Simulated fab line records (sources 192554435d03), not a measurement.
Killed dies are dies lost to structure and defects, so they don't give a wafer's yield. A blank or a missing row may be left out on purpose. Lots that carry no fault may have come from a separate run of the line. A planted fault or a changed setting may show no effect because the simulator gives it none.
Split-lot experiment	flow n5_finfet	7 lots, 21 wafers read, on a route of 1938 steps

## THE SPLIT ITSELF
At N5_PASSIVATION_EXPOSE_27 (exposes mask PAD, defocus 0 nm), the setting dose_mj was moved away from the recipe's 32.3 on 6 of the 21 wafers read, by -6.7% to +5.3%. The other wafers ran this setting at the recipe's value.

## FROM THE SPLIT TO THE READING: what the file shows between them, 3 steps
- N5_PASSIVATION_PEB_28
- N5_PASSIVATION_DEVELOP_29: develop time 60 s
- N5_PASSIVATION_HARDBAKE_31: time 120 s

## THE READING
cd_nm at N5_PASSIVATION_CD_MEAS_30, given in nm (cd target 4000 nm). Fault-free wafers of this fab line usually give 3999.6 nm, standard deviation 1.7 nm.

wafer	tool, chamber at the split	dose_mj as run	against the recipe	cd_nm, nm	against lot-mates on the recipe
L076.1	krf_scanner-01, 0	32.3	recipe	3997.8	-
L076.2	krf_scanner-01, 0	34	+5.3%	4006.9	+9.1
L076.4	krf_scanner-01, 0	32.3	recipe	3997.8	-
L083.1	krf_scanner-01, 0	32.3	recipe	4000.3	-
L083.3	krf_scanner-01, 0	31.61	-2.1%	3994.5	-5.8
L083.4	krf_scanner-01, 0	31.61	-2.1%	3998.2	-2.1
L088.3	krf_scanner-02, 0	31.38	-2.8%	3992.3	-7.1
L088.5	krf_scanner-02, 0	31.38	-2.8%	3994.6	-4.8
L088.6	krf_scanner-02, 0	32.3	recipe	3999.4	-
L089.1	krf_scanner-01, 0	32.3	recipe	3999.5	-
L089.2	krf_scanner-01, 0	32.3	recipe	3998.3	-
L089.5	krf_scanner-01, 0	32.3	recipe	3998.7	-
L090.1	krf_scanner-01, 0	30.13	-6.7%	3989.3	-11.3
L090.3	krf_scanner-01, 0	32.3	recipe	4001.6	-
L090.4	krf_scanner-01, 0	32.3	recipe	3999.7	-
L093.1	krf_scanner-02, 0	32.3	recipe	3999.7	-
L093.3	krf_scanner-02, 0	32.3	recipe	4000.7	-
L093.5	krf_scanner-02, 0	32.3	recipe	3997.9	-
L096.1	krf_scanner-02, 0	32.3	recipe	3999.3	-
L096.2	krf_scanner-02, 0	32.3	recipe	3999.3	-
L096.3	krf_scanner-02, 0	32.3	recipe	4000.4	-

FIT RESULTS
A straight line over all 21 wafers: cd_nm changes by +1.55 nm for each +1% of dose_mj; r = +0.93; the points scatter about the line by 1.3 nm.
The same after taking each lot's own level away (the mean of its wafers on the recipe; 21 wafers): +1.77 nm for each +1%; r = +0.97; scatter 0.99 nm.
On that fit, the largest move of dose_mj shifts the reading by 12 nm.
The lots' own levels span 3997.80 to 4000.65 nm, that is 1.7 times the standard deviation above.
So the lot-to-lot level changes the slope: the two fits differ.
Check: with one of the wafers moved furthest among these (-6.7%) left out of the fit, the line predicts -12.5 nm for it against its lot-mates. Against them it came out at -11.3 nm.

## THESE WAFERS: OTHER SPLITS
Other splits were also applied to these wafers ahead of the reading. Each is held against what the fit with the lots' levels taken away leaves over:
other split on the same wafers	wafers away from the commonest value	r with cd_nm (lot level and that fit taken away)
N5_BEOL_M14_TRENCH_ETCH_34 bias_w	9	-0.21
N5_BEOL_M15_COAT_56 spin_rpm	6	-0.15
N5_BEOL_M15_EXPOSE_25 dose_mj	6	-0.04
N5_MIM_TOP_LITHO_EXPOSE_05 dose_mj	7	-0.28
N5_PASSIVATION_AL_DEP_21 time_s	6	-0.40

## FILE'S OWN FIT
cd_nm changes by +1.75 nm for each +1% of dose_mj, r = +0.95.
